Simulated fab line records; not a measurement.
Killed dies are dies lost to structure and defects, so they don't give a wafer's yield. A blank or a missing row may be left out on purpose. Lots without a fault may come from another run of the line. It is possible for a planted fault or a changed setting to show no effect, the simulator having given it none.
Split-lot experiment :: flow n5 finfet :: 21 wafers read across 7 lots, on a route 1938 steps long

ABOUT THE SPLIT
At N5_MOL_CONTACT_COAG_DESCUM_45 (chemistry O2, time 7 s), the setting time s was moved away from the recipe's 7 s on 2 of the 21 wafers read, by -21.9% to +15.8%. This setting was run at the recipe's value on the other wafers.

FROM THE SPLIT TO THE READING: what the file shows between them, 3 steps
- N5_MOL_CONTACT_COAG_ETCH_65: etches underlayer in N2/H2, target depth 13 nm, time 10.4 s
- N5_MOL_CONTACT_COAG_ETCH_66: etches SiARC in CF4, target depth 13 nm, time 21.7 s
- N5_MOL_CONTACT_COAG_ALD_133: deposits SiO2, target thk 5 nm, pulse time 1 s, co reactant pulse time 1 s

THE READING
CAR-EUV_of_MOL_CONTACT_COAG_COAT_34.thk nm (the simulator's own value, which no gauge read), in nm, at N5_MOL_CONTACT_COAG_ETCHBACK_134 (etches SiO2 in CHF3, target depth 10 nm, time 6.7 s). The file does not state a usual value for it. The 19 wafers here that ran the recipe average 15.5 nm, standard deviation 0.15 nm.

wafer: L081.1
tool, chamber at the split: rie diel-01, 2,1
time s as run, s: 7
against the recipe: recipe
CAR-EUV_of_MOL_CONTACT_COAG_COAT_34.thk nm, nm: 15.6
against lot-mates on the recipe: -

wafer: L081.2
tool, chamber at the split: rie diel-01, 2,1
time s as run, s: 7
against the recipe: recipe
CAR-EUV_of_MOL_CONTACT_COAG_COAT_34.thk nm, nm: 15.6
against lot-mates on the recipe: -

wafer: L081.3
tool, chamber at the split: rie diel-01, 0
time s as run, s: 7
against the recipe: recipe
CAR-EUV_of_MOL_CONTACT_COAG_COAT_34.thk nm, nm: 15.6
against lot-mates on the recipe: -

wafer: L082.2
tool, chamber at the split: rie diel-01, 3,1
time s as run, s: 7
against the recipe: recipe
CAR-EUV_of_MOL_CONTACT_COAG_COAT_34.thk nm, nm: 15.8
against lot-mates on the recipe: -

wafer: L082.4
tool, chamber at the split: rie diel-01, 3,1
time s as run, s: 7
against the recipe: recipe
CAR-EUV_of_MOL_CONTACT_COAG_COAT_34.thk nm, nm: 15.6
against lot-mates on the recipe: -

wafer: L082.6
tool, chamber at the split: rie diel-01, 2
time s as run, s: 7
against the recipe: recipe
CAR-EUV_of_MOL_CONTACT_COAG_COAT_34.thk nm, nm: 15.4
against lot-mates on the recipe: -

wafer: L083.2
tool, chamber at the split: rie diel-01, 1,0
time s as run, s: 7
against the recipe: recipe
CAR-EUV_of_MOL_CONTACT_COAG_COAT_34.thk nm, nm: 15.4
against lot-mates on the recipe: -

wafer: L083.3
tool, chamber at the split: rie diel-01, 1,0
time s as run, s: 7
against the recipe: recipe
CAR-EUV_of_MOL_CONTACT_COAG_COAT_34.thk nm, nm: 15.4
against lot-mates on the recipe: -

wafer: L083.6
tool, chamber at the split: rie diel-01, 0
time s as run, s: 7
against the recipe: recipe
CAR-EUV_of_MOL_CONTACT_COAG_COAT_34.thk nm, nm: 15.4
against lot-mates on the recipe: -

wafer: L085.1
tool, chamber at the split: rie diel-01, 0,1
time s as run, s: 7
against the recipe: recipe
CAR-EUV_of_MOL_CONTACT_COAG_COAT_34.thk nm, nm: 15.4
against lot-mates on the recipe: -

wafer: L085.5
tool, chamber at the split: rie diel-01, 0,1
time s as run, s: 7
against the recipe: recipe
CAR-EUV_of_MOL_CONTACT_COAG_COAT_34.thk nm, nm: 15.4
against lot-mates on the recipe: -

wafer: L085.2
tool, chamber at the split: rie diel-01, 1
time s as run, s: 5.468
against the recipe: -21.9%
CAR-EUV_of_MOL_CONTACT_COAG_COAT_34.thk nm, nm: 16.2
against lot-mates on the recipe: +0.8

wafer: L087.3
tool, chamber at the split: rie diel-02, 2
time s as run, s: 8.103
against the recipe: +15.8%
CAR-EUV_of_MOL_CONTACT_COAG_COAT_34.thk nm, nm: 15
against lot-mates on the recipe: -0.7

wafer: L087.4
tool, chamber at the split: rie diel-02, 0,2
time s as run, s: 7
against the recipe: recipe
CAR-EUV_of_MOL_CONTACT_COAG_COAT_34.thk nm, nm: 15.6
against lot-mates on the recipe: -

wafer: L087.5
tool, chamber at the split: rie diel-02, 0,2
time s as run, s: 7
against the recipe: recipe
CAR-EUV_of_MOL_CONTACT_COAG_COAT_34.thk nm, nm: 15.8
against lot-mates on the recipe: -

wafer: L091.1
tool, chamber at the split: rie diel-06, 0,2
time s as run, s: 7
against the recipe: recipe
CAR-EUV_of_MOL_CONTACT_COAG_COAT_34.thk nm, nm: 15.8
against lot-mates on the recipe: -

wafer: L091.2
tool, chamber at the split: rie diel-06, 3
time s as run, s: 7
against the recipe: recipe
CAR-EUV_of_MOL_CONTACT_COAG_COAT_34.thk nm, nm: 15.6
against lot-mates on the recipe: -

wafer: L091.6
tool, chamber at the split: rie diel-06, 0,2
time s as run, s: 7
against the recipe: recipe
CAR-EUV_of_MOL_CONTACT_COAG_COAT_34.thk nm, nm: 15.6
against lot-mates on the recipe: -

wafer: L093.3
tool, chamber at the split: rie diel-06, 0,2,2
time s as run, s: 7
against the recipe: recipe
CAR-EUV_of_MOL_CONTACT_COAG_COAT_34.thk nm, nm: 15.4
against lot-mates on the recipe: -

wafer: L093.4
tool, chamber at the split: rie diel-06, 0,2,2
time s as run, s: 7
against the recipe: recipe
CAR-EUV_of_MOL_CONTACT_COAG_COAT_34.thk nm, nm: 15.4
against lot-mates on the recipe: -

wafer: L093.5
tool, chamber at the split: rie diel-06, 0,2,2
time s as run, s: 7
against the recipe: recipe
CAR-EUV_of_MOL_CONTACT_COAG_COAT_34.thk nm, nm: 15.4
against lot-mates on the recipe: -
Rows listing several chambers each stand for several wafers; the file does not say which wafer went through which chamber.

THE FIT
A straight line over all 21 wafers: CAR-EUV_of_MOL_CONTACT_COAG_COAT_34.thk nm changes by -0.0316 nm for each +1% of time s; r = -0.80; the points scatter about the line by 0.15 nm.
The same after taking each lot's own level away (the mean of its wafers on the recipe; 21 wafers): -0.0393 nm for each +1%; r = -0.94; scatter 0.085 nm.
According to that fit, moving time s by its largest amount changes the reading by 0.86 nm.
Measured against the standard deviation above, the lots' own levels, which go from 15.40 to 15.70 nm, span 2.1 times it.
Thus the slope moves with the lot-to-lot level: the two fits are different.
Check: with one of the wafers moved furthest among these (-21.9%) left out of the fit, the line predicts +0.972 nm for it against its lot-mates. Against them it came out at +0.8 nm.

THE WHOLE CHAIN: every reading that the file lists as answering this split, in the file's order
step: N5_MOL_CONTACT_COAG_DESCUM_45
what it does: chemistry O2, time 7 s
reading: CAR-EUV_of_MOL_CONTACT_COAG_COAT_34.thk nm (the simulator's own value, which no gauge read)
change (the file's fit): -0.0414 nm for each +1% of the setting
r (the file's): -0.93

step: N5_MOL_CONTACT_COAG_ETCH_65
what it does: etches underlayer in N2/H2, target depth 13 nm, time 10.4 s
reading: CAR-EUV_of_MOL_CONTACT_COAG_COAT_34.thk nm (the simulator's own value, which no gauge read)
change (the file's fit): -0.0431 nm for each +1% of the setting
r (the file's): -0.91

step: N5_MOL_CONTACT_COAG_ETCH_66
what it does: etches SiARC in CF4, target depth 13 nm, time 21.7 s
reading: CAR-EUV_of_MOL_CONTACT_COAG_COAT_34.thk nm (the simulator's own value, which no gauge read)
change (the file's fit): -0.0474 nm for each +1% of the setting
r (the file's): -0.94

step: N5_MOL_CONTACT_COAG_ETCHBACK_134
what it does: etches SiO2 in CHF3, target depth 10 nm, time 6.7 s
reading: CAR-EUV_of_MOL_CONTACT_COAG_COAT_34.thk nm (the simulator's own value, which no gauge read)
change (the file's fit): -0.0392 nm for each +1% of the setting
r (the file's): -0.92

FILE'S OWN FIT
CAR-EUV_of_MOL_CONTACT_COAG_COAT_34.thk nm changes by -0.0392 nm for each +1% of time s, r = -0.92.
